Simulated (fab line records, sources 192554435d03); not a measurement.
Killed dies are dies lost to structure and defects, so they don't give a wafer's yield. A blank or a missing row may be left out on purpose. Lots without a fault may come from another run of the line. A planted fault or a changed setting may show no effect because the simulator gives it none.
Split-lot experiment | flow n5_finfet | 7 lots, 21 wafers read, on a route of 1938 steps

THE SPLIT
At N5_BEOL_M11_ETCH_41 (etches SiCN in CH3F/O2, target depth 42.6 nm, time 86 s), the setting time_s was moved away from the recipe's 86 s on 4 of the 21 wafers read, by -18.7% to +6.1%. The other wafers ran this setting at the recipe's value.

The reading is taken at the split's own step.

THE READING
etch.depth_nm (the simulator's own value, which no gauge read), in nm, at N5_BEOL_M11_ETCH_41 (etches SiCN in CH3F/O2, target depth 42.6 nm, time 86 s). The file gives no usual value for it. The 17 wafers here that ran the recipe average 32.56 nm, standard deviation 0.47 nm.

wafer  | tool, chamber at the split | time_s as run, s | against the recipe | etch.depth_nm, nm | against lot-mates on the recipe
L076.1 | rie_diel-04, 0             | 86               | recipe             | 32.83             | -
L076.3 | rie_diel-04, 1             | 86               | recipe             | 32.1              | -
L076.5 | rie_diel-04, 2             | 86               | recipe             | 32.47             | -
L077.1 | rie_diel-05, 2             | 86               | recipe             | 33.58             | -
L077.2 | rie_diel-05, 0             | 91.25            | +6.1%              | 34.52             | +1.00
L077.6 | rie_diel-05, 2             | 86               | recipe             | 33.46             | -
L082.2 | rie_diel-04, 1             | 86               | recipe             | 32.05             | -
L082.3 | rie_diel-04, 0             | 86               | recipe             | 32.3              | -
L082.5 | rie_diel-04, 0             | 86               | recipe             | 32.43             | -
L079.4 | rie_diel-04, 2             | 86               | recipe             | 32.47             | -
L079.5 | rie_diel-04, 2             | 86               | recipe             | 32.3              | -
L079.6 | rie_diel-04, 1             | 86               | recipe             | 31.99             | -
L081.1 | rie_diel-03, 0             | 86               | recipe             | 32.47             | -
L081.5 | rie_diel-03, 1             | 69.93            | -18.7%             | 25.95             | -6.57
L081.6 | rie_diel-03, 0             | 86               | recipe             | 32.56             | -
L087.1 | rie_diel-03, 3             | 86               | recipe             | 33.19             | -
L087.2 | rie_diel-03, 1             | 86               | recipe             | 31.98             | -
L087.4 | rie_diel-03, 0             | 86               | recipe             | 32.85             | -
L086.1 | rie_diel-04, 2             | 74.08            | -13.9%             | 27.61             | -4.81
L086.2 | rie_diel-04, 3             | 74.08            | -13.9%             | 27.45             | -4.97
L086.4 | rie_diel-04, 0             | 86               | recipe             | 32.42             | -

THE FIT
A straight line over all 21 wafers: etch.depth_nm changes by +0.356 nm for each +1% of time_s; r = +0.98; the points scatter about the line by 0.45 nm.
The same after taking each lot's own level away (the mean of its wafers on the recipe; 21 wafers): +0.339 nm for each +1%; r = +0.99; scatter 0.36 nm.
On that fit, the largest move of time_s shifts the reading by 6.3 nm.
The lots' own levels span 32.253 to 33.520 nm, that is 2.7 times the standard deviation above.
So the lot-to-lot level changes the slope little: the two slopes agree.
Check: with one of the wafers moved furthest among these (-18.7%) left out of the fit, the line predicts -6.28 nm for it against its lot-mates. It came out at -6.57 nm against them.

OTHER SPLITS ON THESE WAFERS
These wafers also went through other splits before the reading. Each is held against what the fit with the lots' levels taken away leaves over:
other split on the same wafers | wafers away from the commonest value | r with etch.depth_nm (lot level and that fit taken away)
N5_BEOL_M8_COAT_22 spin_rpm    | 6                                    | -0.01
N5_BEOL_M9_ETCH_65 bias_w      | 9                                    | -0.04
N5_BEOL_M9_ETCH_66 time_s      | 8                                    | -0.24
N5_BEOL_M11_EXPOSE_08 dose_mj  | 4                                    | +0.21
N5_BEOL_M11_ETCH_62 time_s     | 6                                    | -0.13
N5_BEOL_M11_VIA_ETCH_34 time_s | 8                                    | -0.38

THE FILE'S OWN FIT
etch.depth_nm changes by +0.34 nm for each +1% of time_s, r = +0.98.
